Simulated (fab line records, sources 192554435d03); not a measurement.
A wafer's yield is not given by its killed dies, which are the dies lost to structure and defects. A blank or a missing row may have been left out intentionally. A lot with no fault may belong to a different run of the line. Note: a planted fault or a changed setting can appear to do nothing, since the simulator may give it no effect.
fab line records	flow n5Finfet
record lots=7	wafers=21
route steps=1938 shown WELL_APT@40 FIN_SAQP@94 DUMMY_GATE@224 SD_EPI_N@279
startH: start of the lot's first displayed wafer, in hours after the record's first day	waitH: hours from the lot's prior step to this one	" same as the row above	L1.1+2: one row covering several wafers at once	- no value, or no start was given	* or withheld: withheld	< > ~ a bound
route shown NAME@n: a module of which the file shows steps, and the number in the route of the first	usual: mean/standard deviation taken from wafers without a fault	same: alike in all rows	chamber/n: place in a boat	sites: the reading at each site	_std_site: the values' standard deviation	_edge_site: mean of outer sites minus mean of inner sites	radiusMm: for every site, how far away it sits from the centre of the wafer	mask NAME#n: copy n	behind: the last tool/chamber to shape the wafer	hold: what put the lot on hold/how long, in hours/how the hold closed	device: whichever transistor did not switch (one of n, p or np)	end of line: the same wafers' tests at the end of the route	a step with no rows: only its recipe	killed: not the wafer's yield, but the dies lost to structure and defects at the first sort	map: a wafer's dies, marking killed ones x, the rest . and places with no die _
set.NAME: setting as actually run; set.NAME@STEP: the setting as run at that earlier step	model.NAME: the simulator's own value behind a step, which no gauge read
lots where settings were altered on purpose, with a table for each step and a row for each wafer
## steps
# step N5_WELL_APT_PEB_23
# recipe pebTempC=130	pebTimeS=90
lot.wafer	tool	chamber	startH	waitH	set.pebTimeS
L076.1+6	lithoTrack-05	0	27.97	0.1	90
L076.4	"	0	"	"	77.54
L079.1	lithoTrack-03	0	45.21	0.1	75.07
L079.3+6	"	0	"	"	90
L080.1+3	lithoTrack-05	0	51.99	0.1	99.2
L080.4	"	0	"	"	90
L082.2	lithoTrack-03	0	63.08	0.0	90
L082.3+5	"	0	"	"	106.4
L086.2+3+5	lithoTrack-03	0	86.82	0.0	90
L089.2+6	lithoTrack-05	0	105.55	0.0	73.09
L089.4	"	0	"	"	90
L090.1+5+6	lithoTrack-01	0	110.68	0.1	90
# step N5_WELL_APT_DEVELOP_24
# recipe developTimeS=45	rinseLiquid=surfactantRinse	dry=airSpin	devTempC=21
lot.wafer	tool	chamber	startH	waitH	set.developTimeS
L076.1+4+6	lithoTrack-05	0	-	-	45
L079.1+6	lithoTrack-03	0	-	-	50.08
L079.3	"	0	"	"	45
L080.1+3	lithoTrack-05	0	-	-	45
L080.4	"	0	"	"	50.84
L082.2+3+5	lithoTrack-03	0	-	-	45
L086.2+3+5	lithoTrack-03	0	-	-	45
L089.2+4	lithoTrack-05	0	-	-	48.59
L089.6	"	0	"	"	45
L090.1+5	lithoTrack-01	0	-	-	39.91
L090.6	"	0	"	"	45
# step N5_WELL_APT_HARDBAKE_29
# recipe tempC=130	timeS=120
# step N5_WELL_APT_CD_MEAS_25
# recipe targetCdNm=200	landingEnergyEv=500	detector=seInlens
# usual cdNm=198.7/2
lot.wafer	tool	chamber	startH	waitH	set.pebTimeS@WELL_APT_PEB_23	cdNm
L076.1	cdSem-03	0	28.08	-	90	199.4
L076.4	"	0	"	"	77.54	195.4
L076.6	"	0	"	"	90	200.6
L079.1	cdSem-02	0	45.33	-	75.07	190.9
L079.3	"	0	"	"	90	198.4
L079.6	"	0	"	"	90	200.5
L080.1	cdSem-02	0	52.11	-	99.2	203.2
L080.3	"	0	"	"	99.2	203.1
L080.4	"	0	"	"	90	201.3
L082.2	cdSem-01	0	63.20	-	90	199.2
L082.3	"	0	"	"	106.4	204.2
L082.5	"	0	"	"	106.4	203.7
L086.2	cdSem-01	0	86.94	-	90	194.1
L086.3	"	0	"	"	90	195.4
L086.5	"	0	"	"	90	199.4
L089.2	cdSem-03	0	105.66	-	73.09	190.1
L089.4	"	0	"	"	90	202.2
L089.6	"	0	"	"	73.09	191.4
L090.1	cdSem-03	0	110.80	-	90	197.6
L090.5	"	0	"	"	90	196.4
L090.6	"	0	"	"	90	196.3
# step N5_WELL_APT_DESCUM_30
# recipe chemistry=O2	timeS=7.9	sourcePowerW=50	biasPowerW=20	pressureMtorr=20	rfFrequencyHz=2.712e+07	tempC=40	o2FlowSccm=225
lot.wafer	tool	chamber	startH	waitH	set.pebTimeS@WELL_APT_PEB_23	model.WELL_APT.cdNm
L076.1	rieDiel-04	0	28.17	0.0	90	199.4
L076.4	"	2	"	"	77.54	195.8
L076.6	"	0	"	"	90	200.6
L079.1	rieDiel-04	2	45.42	0.0	75.07	191
L079.3	"	0	"	"	90	198.7
L079.6	"	3	"	"	90	200.6
L080.1	rieDiel-04	3	52.20	0.0	99.2	203.3
L080.3	"	2	"	"	99.2	203.4
L080.4	"	1	"	"	90	201.2
L082.2	rieDiel-01	3	63.36	0.1	90	199.3
L082.3	"	2	"	"	106.4	203.9
L082.5	"	2	"	"	106.4	203.4
L086.2	rieDiel-01	1	87.07	0.1	90	193.8
L086.3	"	0	"	"	90	195.1
L086.5	"	2	"	"	90	199.3
L089.2	rieDiel-01	2	105.77	0.1	73.09	190.3
L089.4	"	3	"	"	90	202
L089.6	"	0	"	"	73.09	191.4
L090.1	rieDiel-01	1	110.89	0.0	90	197.6
L090.5	"	3	"	"	90	196.5
L090.6	"	2	"	"	90	196.1
# step N5_FIN_SAQP_ALD_61
# recipe material=SiO2	targetThkA=40	tempC=300	aldPrecursorFamily=BDEAS	aldCoReactant=O2-plasma	pulseTimeS=1	purgeTimeS=2	coReactantPurgeTimeS=2	aldCycles=43	pressureTorr=2
lot.wafer	tool	chamber	startH	waitH	set.aldCycles	model.SiO2_of_FIN_SAQP_ALD_61.thkNm
L076.1	aldSin-02	2	34.05	0.0	43	4.026
L076.4	"	1	"	"	43	4.007
L076.6	"	3	"	"	43	4.01
L079.1	aldSin-03	0	51.20	0.0	43	4.016
L079.3	"	3	"	"	43	4.017
L079.6	"	2	"	"	39	3.641
L080.1	aldSin-03	1	58.25	0.0	43	4.032
L080.3	"	2	"	"	46	4.293
L080.4	"	0	"	"	43	4.03
L082.2	aldSin-03	0	68.68	0.0	47	4.412
L082.3	"	3	"	"	43	4.034
L082.5	"	0	"	"	47	4.39
L086.2	aldSin-02	3	93.55	0.5	43	4.002
L086.3	"	0	"	"	43	4.034
L086.5	"	2	"	"	43	3.998
L089.2	aldSin-02	1	111.50	0.3	38	3.545
L089.4	"	3	"	"	38	3.573
L089.6	"	3	"	"	38	3.558
L090.1	aldSin-03	2	116.55	0.1	45	4.195
L090.5	"	3	"	"	43	4.011
L090.6	"	2	"	"	43	3.995
# step N5_FIN_SAQP_HM_DEP_03
# recipe material=SiNx	targetThkA=380	tempC=400	precursor=SiH4/NH3/N2	pressureTorr=1.5	rfW=300	timeS=33.6
lot.wafer	tool	chamber	startH	waitH	set.timeS	model.SiNx_of_FIN_SAQP_HM_DEP_03.thkNm
L076.1	pecvd-04	1	34.47	0.2	30.99	34.28
L076.4	"	2	"	"	33.6	38.39
L076.6	"	0	"	"	33.6	37.88
L079.1	pecvd-04	2	51.75	0.2	35.18	39.22
L079.3	"	1	"	"	33.6	37.64
L079.6	"	2	"	"	33.6	38.52
L080.1	pecvd-04	2	58.68	0.2	33.6	37.22
L080.3	"	1	"	"	33.6	36.86
L080.4	"	2	"	"	33.6	38.2
L082.2	pecvd-03	1	69.30	0.2	33.6	37.44
L082.3	"	2	"	"	38.11	42.9
L082.5	"	2	"	"	38.11	43.3
L086.2	pecvd-01	1	94.14	0.2	33.6	37.46
L086.3	"	0	"	"	33.6	37.98
L086.5	"	0	"	"	33.6	38.56
L089.2	pecvd-01	0	112.06	0.2	33.6	38.01
L089.4	"	1	"	"	38.15	43.11
L089.6	"	0	"	"	33.6	38.96
L090.1	pecvd-01	0	117.10	0.2	35.9	41.15
L090.5	"	0	"	"	35.9	41.38
L090.6	"	2	"	"	35.9	40.93
# step N5_FIN_SAQP_THK_MEAS_05
# usual thkNm=38.0/0.53
lot.wafer	tool	chamber	startH	waitH	set.timeS@FIN_SAQP_HM_DEP_03	thkNm
L076.1	filmMetro-01	-	34.55	0.1	30.99	34.3
L076.4	"	-	"	"	33.6	38.4
L076.6	"	-	"	"	33.6	37.9
L079.1	filmMetro-01	-	51.86	0.1	35.18	39.3
L079.3	"	-	"	"	33.6	37.7
L079.6	"	-	"	"	33.6	38.5
L080.1	filmMetro-01	-	58.77	0.1	33.6	37.3
L080.3	"	-	"	"	33.6	36.8
L080.4	"	-	"	"	33.6	38.2
L082.2	filmMetro-02	-	69.39	0.1	33.6	37.5
L082.3	"	-	"	"	38.11	42.9
L082.5	"	-	"	"	38.11	43.3
L086.2	filmMetro-02	-	94.23	0.1	33.6	37.5
L086.3	"	-	"	"	33.6	38.0
L086.5	"	-	"	"	33.6	38.6
L089.2	filmMetro-02	-	112.16	0.1	33.6	38.0
L089.4	"	-	"	"	38.15	43.1
L089.6	"	-	"	"	33.6	38.9
L090.1	filmMetro-02	-	117.18	0.1	35.9	41.2
L090.5	"	-	"	"	35.9	41.4
L090.6	"	-	"	"	35.9	41.0
# step N5_FIN_SAQP_SPACER1_ALD_24
# recipe material=SiO2	targetThkA=203	tempC=300	aldPrecursorFamily=BDEAS	aldCoReactant=O2-plasma	pulseTimeS=1	purgeTimeS=2	coReactantPurgeTimeS=2	aldCycles=218	pressureTorr=2
lot.wafer	tool	chamber	startH	waitH	set.tempC	model.SiO2_of_FIN_SAQP_SPACER1_ALD_24.thkNm
L076.1+4	aldSin-04	1,3	36.50	0.3	300	20.4
L076.6	"	2	"	"	291.3	21
L079.1+3	aldSin-02	0,1	54.35	0.9	300	20.2
L079.6	"	1	"	"	295.2	20.6
L080.1+3+4	aldSin-02	2,1,1	60.71	0.3	300	20.4
L082.2+3	aldSin-03	0,3	71.36	0.3	300	20.2
L082.5	"	0	"	"	295.1	20.6
L086.2+3+5	aldSin-02	2,3,0	97.15	1.3	300	20.2
L089.2	aldSin-02	1	114.35	0.3	300	20.4
L089.4	"	2	"	"	300	20.2
L089.6	"	2	"	"	296	20.6
L090.1	aldSin-02	0	119.07	0.3	300	20.4
L090.5+6	"	1,2	"	"	303.9	20.2
# step N5_FIN_SAQP_SPACER1_ETCHBACK_25
# recipe chemistry=CHF3/O2	mode=anisotropicEtchback	target=SiO2	targetDepthA=244	timeS=12.2	pressureMtorr=30	sourceW=650	biasW=170	Ar_flow_sccm=200	CHF3_flow_sccm=50	O2_flow_sccm=5	ionEnergyEv=200
# step N5_FIN_SAQP_MANDREL1_REMOVE_56
# recipe chemistry=HBr/Cl2/O2	btTimeS=10	target=a-Si	stopOn=SiNx	endpoint=OES-SiCl	overEtchFrac=1	icpW=600	biasW=22	HBr_flow_sccm=150	Cl2_flow_sccm=80	O2_flow_sccm=5	pressureMtorr=10
# step N5_FIN_SAQP_ETCH_57
# recipe chemistry=CH3F/O2	target=SiNx	maskMaterial=SiO2	targetDepthA=325	timeS=46.4	pressureMtorr=30	sourceW=395	biasW=73	Ar_flow_sccm=150	CH3F_flow_sccm=30	O2_flow_sccm=20	ionEnergyEv=120	ends=cleared
# step N5_FIN_SAQP_ETCH_65
# recipe chemistry=CF4	target=SiO2	targetDepthA=40	ionEnergyEv=350	timeS=4.4	pressureMtorr=10	icpW=800	biasW=400	cf4FlowSccm=80
# step N5_FIN_SAQP_MANDREL_ETCH_58
# recipe chemistry=HBr/Cl2	target=a-Si	targetDepthA=450	btTimeS=10	stopOn=SiNx	maskMaterial=SiO2	overEtchFrac=0.8	timeS=27	pressureMtorr=10	icpW=800	biasW=75	HBr_flow_sccm=150	Cl2_flow_sccm=80	ends=endPoint
lot.wafer	tool	chamber	startH	waitH	set.timeS@FIN_SAQP_HM_DEP_03	model.SiNx_of_FIN_SAQP_HM_DEP_03.thkNm
L076.1	rieSi-02	0	37.60	0.0	30.99	34.28
L076.4	"	1	"	"	33.6	38.39
L076.6	"	1	"	"	33.6	37.88
L079.1	rieSi-02	2	55.46	0.0	35.18	39.22
L079.3	"	1	"	"	33.6	37.64
L079.6	"	1	"	"	33.6	38.52
L080.1	rieSi-05	0	62.22	0.0	33.6	37.2
L080.3	"	2	"	"	33.6	36.86
L080.4	"	3	"	"	33.6	38.2
L082.2	rieSi-05	0	72.46	0.0	33.6	37.4
L082.3	"	3	"	"	38.11	42.8
L082.5	"	0	"	"	38.11	43.2
L086.2	rieSi-05	0	98.26	0.0	33.6	37.4
L086.3	"	1	"	"	33.6	38
L086.5	"	2	"	"	33.6	38.56
L089.2	rieSi-01	2	115.47	0.0	33.6	38
L089.4	"	3	"	"	38.15	42.8
L089.6	"	2	"	"	33.6	38.8
L090.1	rieSi-02	3	120.20	0.0	35.9	41.15
L090.5	"	3	"	"	35.9	41.38
L090.6	"	2	"	"	35.9	40.93
# step N5_FIN_SAQP_COAT_68
# recipe resist=SOC	tempC=250	timeS=60	spinRpm=1500	resistThkNm=100
lot.wafer	tool	chamber	startH	waitH	set.spinRpm	model.SOC_of_FIN_SAQP_COAT_68.thkNm
L076.1	lithoTrack-03	0	38.07	0.3	1397	103.6
L076.4	"	0	"	"	1397	103.4
L076.6	"	0	"	"	1500	99.8
L079.1+6	lithoTrack-03	0	55.92	0.3	1500	100
L079.3	"	0	"	"	1500	100.4
L080.1	lithoTrack-04	0	62.68	0.3	1396	104.2
L080.3	"	0	"	"	1500	100.2
L080.4	"	0	"	"	1396	104
L082.2	lithoTrack-04	0	72.93	0.3	1500	99.8
L082.3	"	0	"	"	1500	100
L082.5	"	0	"	"	1596	96.8
L086.2+3	lithoTrack-01	0	98.73	0.3	1500	100.2
L086.5	"	0	"	"	1500	100.4
L089.2+6	lithoTrack-03	0	115.94	0.3	1500	99.8
L089.4	"	0	"	"	1500	100
L090.1	lithoTrack-03	0	120.66	0.3	1423	102.8
L090.5	"	0	"	"	1500	100.2
L090.6	"	0	"	"	1423	103
# step N5_FIN_SAQP_ETCH_69
# recipe chemistry=N2/H2	target=SOC	targetDepthA=1500	stopOn=SiNx	ionEnergyEv=100	biasW=61	pressureMtorr=30	sourceW=850	n2FlowSccm=200	h2FlowSccm=200
# step N5_FIN_SAQP_ETCH_67
# recipe chemistry=CH3F/O2	target=SiNx	targetDepthA=300	maskMaterial=SOC	pressureMtorr=30	sourceW=395	biasW=73	Ar_flow_sccm=150	CH3F_flow_sccm=30	O2_flow_sccm=20	ionEnergyEv=120
# step N5_FIN_SAQP_MANDREL2_REMOVE_60
# recipe chemistry=HBr/Cl2/O2	btTimeS=10	target=a-Si	stopOn=SiNx	endpoint=OES-SiCl	overEtchFrac=1	icpW=600	biasW=22	HBr_flow_sccm=150	Cl2_flow_sccm=80	O2_flow_sccm=5	pressureMtorr=10
# step N5_FIN_SAQP_HM_OPEN_33
# recipe chemistry=CH3F/O2	target=SiNx	maskMaterial=SiO2	targetDepthA=494	timeS=70.6	pressureMtorr=30	sourceW=395	biasW=73	Ar_flow_sccm=150	CH3F_flow_sccm=30	O2_flow_sccm=20	ionEnergyEv=120	ends=cleared
lot.wafer	tool	chamber	startH	waitH	set.timeS@FIN_SAQP_HM_DEP_03	model.etch.depthNm
L076.1	rieDiel-03	2	39.16	0.2	30.99	33.65
L076.4	"	1	"	"	33.6	37.76
L076.6	"	3	"	"	33.6	37.25
L079.1	rieDiel-03	1	56.86	0.0	35.18	38.59
L079.3	"	2	"	"	33.6	37.02
L079.6	"	2	"	"	33.6	37.89
L080.1	rieDiel-04	1	63.73	0.1	33.6	36.56
L080.3	"	3	"	"	33.6	36.23
L080.4	"	3	"	"	33.6	37.51
L082.2	rieDiel-03	3	73.86	0.0	33.6	36.77
L082.3	"	0	"	"	38.11	42.21
L082.5	"	1	"	"	38.11	42.63
L086.2	rieDiel-04	2	99.93	0.2	33.6	36.8
L086.3	"	0	"	"	33.6	37.35
L086.5	"	0	"	"	33.6	37.94
L089.2	rieDiel-04	0	117.21	0.2	33.6	37.29
L089.4	"	1	"	"	38.15	42.13
L089.6	"	2	"	"	33.6	38.25
L090.1	rieDiel-03	2	121.60	0.0	35.9	40.52
L090.5	"	2	"	"	35.9	40.76
L090.6	"	3	"	"	35.9	40.31
# step N5_FIN_SAQP_ETCH_34
# recipe chemistry=C4F6/O2	target=SiO2	targetDepthA=450	timeS=15	ionEnergyEv=250	pressureMtorr=30	sourceW=345	biasW=185	Ar_flow_sccm=300	C4F6_flow_sccm=10	O2_flow_sccm=10	ends=cleared
lot.wafer	tool	chamber	startH	waitH	set.timeS@FIN_SAQP_HM_DEP_03	model.SiNx_of_FIN_SAQP_HM_DEP_03.thkNm
L076.1	rieDiel-03	2	39.23	0.0	30.99	30.8
L076.4	"	1	"	"	33.6	34.8
L076.6	"	3	"	"	33.6	34.4
L079.1	rieDiel-03	1	56.93	0.0	35.18	35.6
L079.3	"	2	"	"	33.6	34.2
L079.6	"	2	"	"	33.6	35
L080.1	rieDiel-04	1	63.80	0.0	33.6	33.6
L080.3	"	3	"	"	33.6	33.4
L080.4	"	3	"	"	33.6	34.6
L082.2	rieDiel-03	3	73.93	0.0	33.6	34
L082.3	"	0	"	"	38.11	39.2
L082.5	"	1	"	"	38.11	39.8
L086.2	rieDiel-04	2	100.00	0.0	33.6	34
L086.3	"	0	"	"	33.6	34.4
L086.5	"	0	"	"	33.6	35
L089.2	rieDiel-04	0	117.28	0.0	33.6	34.4
L089.4	"	1	"	"	38.15	39.2
L089.6	"	2	"	"	33.6	35.4
L090.1	rieDiel-03	2	121.67	0.0	35.9	37.6
L090.5	"	2	"	"	35.9	37.8
L090.6	"	3	"	"	35.9	37.4
# step N5_DUMMY_GATE_COAT_28
# recipe resist=underlayer	tempC=205	timeS=60	spinRpm=1500	resistThkNm=10
lot.wafer	tool	chamber	startH	waitH	set.spinRpm	model.underlayer_of_DUMMY_GATE_COAT_28.thkNm
L076.1+6	lithoTrack-01	0	-	-	1500	10
L076.4	"	0	"	"	1416	10.2
L079.1+3	lithoTrack-04	0	-	-	1666	9.4
L079.6	"	0	"	"	1500	10
L080.1	lithoTrack-01	0	-	-	1414	10.2
L080.3+4	"	0	"	"	1500	10
L082.2+3	lithoTrack-02	0	-	-	1500	10
L082.5	"	0	"	"	1601	9.6
L086.2+3+5	lithoTrack-02	0	-	-	1500	10
L089.2+4	lithoTrack-04	0	-	-	1500	10
L089.6	"	0	"	"	1545	9.8
L090.1+5	lithoTrack-04	0	-	-	1453	10.2
L090.6	"	0	"	"	1500	10
# step N5_SD_EPI_N_ETCH_16
# recipe chemistry=CHF3/O2	target=SiO2	targetDepthA=50	maskMaterial=SOC	pressureMtorr=30	sourceW=650	biasW=170	Ar_flow_sccm=200	CHF3_flow_sccm=50	O2_flow_sccm=5	ionEnergyEv=200
lot.wafer	tool	chamber	startH	waitH	set.targetDepthA	model.etch.depthNm
L076.1	rieDiel-01	2	62.03	0.1	50	4.947
L076.4	"	0	"	"	48.13	4.889
L076.6	"	2	"	"	50	4.924
L079.1	rieDiel-01	2	79.66	0.1	50	4.939
L079.3	"	1	"	"	50	4.896
L079.6	"	1	"	"	50	4.897
L080.1	rieDiel-01	1	89.90	0.1	44.53	4.383
L080.3	"	3	"	"	44.53	4.513
L080.4	"	2	"	"	50	4.93
L082.2	rieDiel-04	3	99.88	0.1	50	5.216
L082.3	"	1	"	"	54.79	5.485
L082.5	"	0	"	"	50	5.054
L086.2	rieDiel-04	0	123.95	0.1	50	5.034
L086.3	"	3	"	"	50	5.165
L086.5	"	0	"	"	50	5.094
L089.2	rieDiel-01	3	140.44	0.1	50	5.015
L089.4	"	1	"	"	50	4.856
L089.6	"	0	"	"	50	5.084
L090.1	rieDiel-01	0	144.59	0.1	50	5.027
L090.5	"	1	"	"	48.27	4.701
L090.6	"	0	"	"	48.27	4.876
# step N5_SD_EPI_N_EPI_21
# recipe material=Si:P	dopant=P	tempC=680	pressureTorr=255	timeS=690
lot.wafer	tool	chamber	startH	waitH	set.epiGrowthTimeS	model.Si-P_of_SD_EPI_N_EPI_21.thkNm
L076.1	epiRpcvd-04	0	63.09	0.1	690	60
L076.4	"	0	"	"	690	59.4
L076.6	"	0	"	"	690	59.8
L079.1+6	epiRpcvd-04	0	80.72	0.1	690	57.8
L079.3	"	0	"	"	759.4	61
L080.1	epiRpcvd-02	0	91.14	0.2	711.1	60.2
L080.3	"	0	"	"	690	59.6
L080.4	"	0	"	"	690	58.8
L082.2	epiRpcvd-01	0	101.49	0.5	755	62.6
L082.3	"	0	"	"	690	58.6
L082.5	"	0	"	"	755	62.4
L086.2	epiRpcvd-01	0	125.57	0.5	690	58.8
L086.3	"	0	"	"	690	58
L086.5	"	0	"	"	690	59.2
L089.2+6	epiRpcvd-04	0	142.06	0.5	636.6	56.4
L089.4	"	0	"	"	690	60.6
L090.1+5	epiRpcvd-02	0	145.83	0.2	690	60
L090.6	"	0	147.70	1.9	690	60.6
## key
split step=N5_WELL_APT_PEB_23	setting=pebTimeS	stated=90	by=wafer
response step=N5_WELL_APT_CD_MEAS_25	reading=cdNm	change=+0.42	per=1%	r=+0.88
response step=N5_WELL_APT_DESCUM_30	reading=model.WELL_APT.cdNm	change=+0.407	per=1%	r=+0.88
split step=N5_WELL_APT_DEVELOP_24	setting=developTimeS	stated=45	by=wafer
response none clear
split step=N5_FIN_SAQP_ALD_61	setting=aldCycles	stated=43	by=wafer
response step=N5_FIN_SAQP_ALD_61	reading=model.SiO2_of_FIN_SAQP_ALD_61.thkNm	change=+0.0395	per=1%	r=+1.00
split step=N5_FIN_SAQP_HM_DEP_03	setting=timeS	stated=33.6	by=wafer
response step=N5_FIN_SAQP_HM_DEP_03	reading=model.SiNx_of_FIN_SAQP_HM_DEP_03.thkNm	change=+0.39	per=1%	r=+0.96
response step=N5_FIN_SAQP_THK_MEAS_05	reading=thkNm	change=*	per=1%	r=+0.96
response step=N5_FIN_SAQP_MANDREL_ETCH_58	reading=model.SiNx_of_FIN_SAQP_HM_DEP_03.thkNm	change=+0.381	per=1%	r=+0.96
response step=N5_FIN_SAQP_HM_OPEN_33	reading=model.etch.depthNm	change=+0.382	per=1%	r=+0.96
response step=N5_FIN_SAQP_ETCH_34	reading=model.SiNx_of_FIN_SAQP_HM_DEP_03.thkNm	change=+0.373	per=1%	r=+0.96
split step=N5_FIN_SAQP_SPACER1_ALD_24	setting=tempC	stated=300	by=wafer
response step=N5_FIN_SAQP_SPACER1_ALD_24	reading=model.SiO2_of_FIN_SAQP_SPACER1_ALD_24.thkNm	change=-0.216	per=1%	r=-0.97
split step=N5_FIN_SAQP_COAT_68	setting=spinRpm	stated=1500	by=wafer
response step=N5_FIN_SAQP_COAT_68	reading=model.SOC_of_FIN_SAQP_COAT_68.thkNm	change=-0.53	per=1%	r=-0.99
split step=N5_DUMMY_GATE_COAT_28	setting=spinRpm	stated=1500	by=wafer
response step=N5_DUMMY_GATE_COAT_28	reading=model.underlayer_of_DUMMY_GATE_COAT_28.thkNm	change=-0.0511	per=1%	r=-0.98
split step=N5_SD_EPI_N_ETCH_16	setting=targetDepthA	stated=50	by=wafer
response step=N5_SD_EPI_N_ETCH_16	reading=model.etch.depthNm	change=+0.0406	per=1%	r=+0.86
split step=N5_SD_EPI_N_EPI_21	setting=epiGrowthTimeS	stated=690	by=wafer
response step=N5_SD_EPI_N_EPI_21	reading=model.Si-P_of_SD_EPI_N_EPI_21.thkNm	change=+0.403	per=1%	r=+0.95
